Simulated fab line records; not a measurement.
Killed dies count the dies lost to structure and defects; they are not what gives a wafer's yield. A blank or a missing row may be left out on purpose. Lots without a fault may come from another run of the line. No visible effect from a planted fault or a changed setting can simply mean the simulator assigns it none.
Problem report in the 8D (eight disciplines) form, filled by code    flow nand-harc    the parts of the form that need people (team, actions taken, sign-off) are left out

1. WHAT IS WRONG
A mean of 0.0 % is read at NHARC_END_SORT_01 for defect-limited-yield, taken on 1 wafer of 1 lot, against 91.4 % (standard deviation 2.5) on wafers free of any fault. That is -37 standard deviations from the usual mean.
The first sign was on wafer L646.5 at day 31 05:28, on prober-01. The record holds 21 wafers of 7 lots with a number at this step. Rule for "out", or "out of limits": more than 4 standard deviations from the usual mean. All remaining wafers that have a number are taken as sound.

2. WHAT THIS IS AND IS NOT
question                     is                                                  is not
which readings at this step  defect-limited-yield, killed-at-array, killed-dies  killed-at-other, killed-at-periphery, killed-open
which lots                   L646                                                L634, L635, L636, L639, L640, L641
which wafers of those lots   L646.5                                              L646.2, L646.4
read on which gauges         prober-01                                           prober-02
when                         from day 31 05:28                                   up to then (20 sound wafers)

3. SUSPECTS, AND WHAT RULES EACH OUT
Counting: a tool at a process step up to the reading stays a suspect if it ran every lot that is out. Sound lots after the first of them don't rule it out here, since some wafers of a struck lot are sound.
- the gauge at NHARC_END_SORT_01: ruled out. All the wafers that are out were read on prober-01, but those of them that NHARC_A_BONDPAD_ETCH_12 has rows for are out there too, on other tools.
- rie-diel-04 at NHARC_A_BONDPAD_ETCH_34 (etches the open film in N2/H2, target depth 60 nm, overetch 18 nm, time 65.91 s): kept. It ran the lot that is out, L646 (day 29 16:35); its last sound lot up to then is L641 (day 27 04:17).
- rie-diel-04 at NHARC_A_BONDPAD_ETCH_12 (etches the open film in CHF3/O2, target depth 220 nm, time 110 s): kept. It ran the lot that is out, L646 (day 29 16:43); its last sound lot up to then is L641 (day 27 04:22). Its own oes-product-au, rf-fwd-power-W readings are out on those wafers.
- pvd-sputter-02 at NHARC_A_BONDPAD_PVD_27 (deposits Cu, target thk 30 nm, time 20.49 s): kept. It ran the lot that is out, L646 (day 31 03:02); its last sound lot up to then is L636 (day 27 05:40). NHARC_A_BONDPAD_PVD_27: start missing for some lots; hours and lot order therefore follow NHARC_END_SORT_01.
- At NHARC_A_BONDPAD_ETCH_34, inside rie-diel-04: chamber 0 took the wafers that are out, while their sound lot-mates went through chambers 2, 3.
- Within rie-diel-04 at NHARC_A_BONDPAD_ETCH_12, the wafers that are out were processed in chamber 3 and their sound lot-mates in chamber 2.
rie-diel-04 at NHARC_A_BONDPAD_ETCH_34, rie-diel-04 at NHARC_A_BONDPAD_ETCH_12 and pvd-sputter-02 at NHARC_A_BONDPAD_PVD_27 are what is left after counting.

4. THE CAUSE (what the simulator had put in)
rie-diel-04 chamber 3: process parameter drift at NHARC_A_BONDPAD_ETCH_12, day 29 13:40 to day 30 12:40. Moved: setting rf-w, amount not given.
Counting left 3 suspects, and this tool is among them.

5. SEQUENCE OF EFFECTS, ordered by route
Rows list readings where the struck wafers' mean (over those with a number) sits beyond 3 standard deviations from the usual. Readings are gone through only where the record gives a usual standard deviation; hours: the median, over the lots, of the time from a lot's start at the first step in this table giving one to that lot's start at this step; sigmas: the change measured in usual standard deviations.
hours  step                     reading               usual       on struck wafers  change  sigmas
0      NHARC_A_BONDPAD_ETCH_12  oes-product-au        0.947 a.u.  0.708             -0.239  -11
0      NHARC_A_BONDPAD_ETCH_12  rf-fwd-power-W        496.8 W     297.8             -199.0  -99 or more
37     NHARC_END_SORT_01        defect-limited-yield  91.4 %      0.0               -91.4   -37
37     NHARC_END_SORT_01        killed-at-array       54          671               +617    +36
37     NHARC_END_SORT_01        killed-dies           58          677               +619    +36
Its process steps:
- NHARC_A_BONDPAD_ETCH_12: etches the open film in CHF3/O2, target depth 220 nm, time 110 s.

6. HOW IT WOULD HAVE BEEN CAUGHT EARLIER
In this record the first reading out of limits at a measuring or inspecting step was taken at day 31 05:28, 40 hours after the fault began at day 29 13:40.
Tool's own readings at NHARC_A_BONDPAD_ETCH_12, oes-product-au, rf-fwd-power-W: out on all struck wafers the step has rows for; an alarm limit on them would have tripped on the first.
All the lots that are out (1) had begun NHARC_A_BONDPAD_ETCH_12 on rie-diel-04 by day 31 05:28. A hold on the tool at that time would have spared none of them.
